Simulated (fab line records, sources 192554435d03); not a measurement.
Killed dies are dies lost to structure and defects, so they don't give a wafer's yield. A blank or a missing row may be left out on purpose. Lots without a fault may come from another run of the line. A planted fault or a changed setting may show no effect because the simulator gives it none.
A struck lot beside a sound one | flow n5_finfet | 39 steps out of a route of 1938
Sound: wafers L136.1, L136.2, L136.5. Struck: wafers L153.2, L153.3, L153.4. The cause comes at the end.
At each step with rows: each side's tool, then ch and its chambers, then its first start. Under that, the readings that differ: sound wafers | struck wafers | difference of the means | sigmas: that difference in standard deviations of wafers without a fault.
alike: readings whose means differ by less than 2 such deviations, and words and numbers that are the same on both sides. not compared: withheld readings, readings that some wafer has no value for, bounds like >300 that may hide the same value, and numbers for which the record gives no deviation and whose values overlap.
The two part at a step that has a row with sigmas, a row that says differs or no value, or rows on one side only. Numbers that don't overlap but have no deviation are shown without sigmas and don't part them. A reading that every wafer of one side lacks parts them only if that side has two wafers or more.

first, 10 steps without rows for these wafers: N5_DUMMY_GATE_ETCH_23 (etches poly-Si in HBr/Cl2/O2, target depth 41 nm, time 22.3 s); N5_DUMMY_GATE_ETCH_44 (etches poly-Si in HBr/O2, stops on SiO2, target depth 127.5 nm); N5_DUMMY_GATE_ETCH_42 (etches SiO2 in CHF3/O2, target depth 3.5 nm, time 31 s); N5_DUMMY_GATE_STRIP_48 (strips in N2/H2, time 20 s); N5_DUMMY_GATE_PRECLEAN_33 (cleans in dHF, time 10 s); N5_DUMMY_GATE_PRECLEAN_25 (cleans in O3/DIW, time 45 s); N5_DUMMY_GATE_PRECLEAN_51 (cleans in SC2, time 45 s); N5_DUMMY_GATE_SRD_26 (time 30 s); N5_DUMMY_GATE_UV_OZONE_45 (time 120 s); N5_SPACER0_ALD_07 (deposits SiNx, target thk 2 nm).
N5_SPACER0_ALD_00: deposits SiOCN, target thk 3.5 nm, pulse time 3 s, purge time 2 s.
  sound on ald_sin-04 ch 0,1,2, day 3 18:06; struck on ald_sin-01 ch 0,1,3, day 8 00:25
  reading                                   | sound       | struck   | difference | sigmas
  ald_cycles                                | 58 58 58    | 66 66 66 | +8         |
  model.SiOCN_of_SPACER0_ALD_00.thk_nm (nm) | 3.6 3.4 3.4 | 4 4 4    | +1         |
  alike: heater_power_w, precursor_pulse_height_rel, susceptor_temp_C
then, 25 steps without rows for these wafers: N5_SPACER0_ALD_08 (deposits SiNx, target thk 2 nm); N5_SD_EPI_N_COAT_32 (time 60 s, resist thk 350 nm); N5_SD_EPI_N_COAT_33 (time 60 s, resist thk 35 nm); N5_SD_EPI_N_COAT_03 (resist thk 150 nm); N5_SD_EPI_N_EBR_05; N5_SD_EPI_N_SOFTBAKE_04 (time 60 s); N5_SD_EPI_N_EXPOSE_06 (exposes mask SD N BLK, target cd 120 nm); N5_SD_EPI_N_PEB_07 (peb time 60 s); N5_SD_EPI_N_DEVELOP_08 (develop time 30 s); N5_SD_EPI_N_DESCUM_14 (chemistry O2, time 7.9 s); N5_SD_EPI_N_ETCH_34 (etches SiARC in CF4, target depth 45.5 nm, time 75.8 s); N5_SD_EPI_N_ETCH_35 (etches SOC in N2/H2, overetch 108 nm, time 486 s); N5_SD_EPI_N_STRIP_36 (strips in N2/H2); N5_SD_EPI_N_ETCHBACK_44 (etches SiNx in CH3F/O2, stops on SiO2, target depth 14.5 nm); N5_SD_EPI_N_ETCH_45 (etches SiOCN in CH3F/O2, target depth 6 nm); N5_SD_EPI_N_ETCH_16 (etches SiO2 in CHF3/O2, target depth 5 nm); N5_SD_EPI_N_STRIP_47 (strips in CHF3/O2); N5_SD_EPI_N_SD_RECESS_17 (chemistry HBr/Cl2/O2, target depth 41 nm, time 23.7 s, bt time 3 s); N5_SD_EPI_N_STRIP_38 (strips in N2/H2); N5_SD_EPI_N_WET_ETCH_43 (etches SiO2 in dHF, time 14 s, target depth 1.5 nm); N5_SD_EPI_N_STRIP_18 (strips in SPM, time 750 s); N5_SD_EPI_N_SRD_20 (time 30 s); N5_SD_EPI_N_PRECLEAN_48 (cleans in NF3:NH3, afs cycles 2, time 20 s, sublimation time 60 s); N5_SD_EPI_N_VAPOR_ETCH_50 (etches Si in HCl, time 54 s); N5_SD_EPI_N_EPI_21 (deposits Si:P, time 690 s).
N5_SD_EPI_P_PRECLEAN_32: cleans in dHF, time 10 s.
  sound on wet_bench-03 ch 1,6,7, day 4 03:42; struck on wet_bench-05 ch 2,3,4, day 8 10:11
  reading                                   | sound       | struck | difference | sigmas
  model.SiOCN_of_SPACER0_ALD_00.thk_nm (nm) | 3.4 3.4 3.4 | 4 4 4  | +1         |
-- the record jumps here: 4 days lie between the struck wafers' starts before and after (it left off in module SD_EPI_P and takes up again in module BEOL_M4, whose first step shown is number 1111 of the route) --
N5_BEOL_M4_RC_MEAS_101:
  sound on prober-02 ch 0, day 8 09:52; struck on prober-01 ch 0, day 12 22:05
  reading         | sound             | struck            | difference | sigmas
  DIBL_N (mV/V)   | 37.4 37.2 35.3    | 31.0 33.2 30.4    | -5.1       | -3
  DIBL_P (mV/V)   | 38.0 37.6 34.8    | 31.4 34.4 30.7    | -4.6       | -2
  IOFF_N (nA/um)  | 0.176 0.165 0.133 | 0.095 0.118 0.089 | -0.057     | -2
  ION_N (uA/um)   | 688 685 644       | 638 645 646       | -29        | -2
  REXT_N (ohm.um) | 76.8 76.6 77.5    | 81.5 80.7 80.4    | +3.9       | +3
  VT_N (mV)       | 247 249 251       | 259 254 261       | +9         | +3
  alike: IOFF_P, ION_P, SS_N, SS_P, VT_P
-- the record jumps here: 5 days lie between the struck wafers' starts before and after (it left off in module BEOL_M4 and takes up again in module PASSIVATION, whose first step shown is number 1936 of the route) --
N5_PASSIVATION_PROBE_49:
  sound on prober-01, day 12 15:55; struck on prober-01, day 17 13:11
  reading                 | sound       | struck      | difference | sigmas
  killed_at_front_end     | 41 37 64    | 20 22 28    | -24        | -2
  sort_bin_5_function (%) | 5.7 4.1 7.6 | 3.7 3.9 3.8 | -2.0       | -2
  sort_bin_8_speed (%)    | 0 0 0       | 0.17 0 0    | +0.06      | +8
  alike: defect_limited_yield, killed_at_M0_to_M3, killed_at_M4_up, killed_at_contacts, killed_at_other, killed_dies, killed_open, killed_short, sort_bin_6_memory, sort_n_pass, sort_yield_pct

WHERE THEY PART
First at N5_BEOL_M4_RC_MEAS_101; last, within this record, at N5_PASSIVATION_PROBE_49.

WHY: what the simulator had put in
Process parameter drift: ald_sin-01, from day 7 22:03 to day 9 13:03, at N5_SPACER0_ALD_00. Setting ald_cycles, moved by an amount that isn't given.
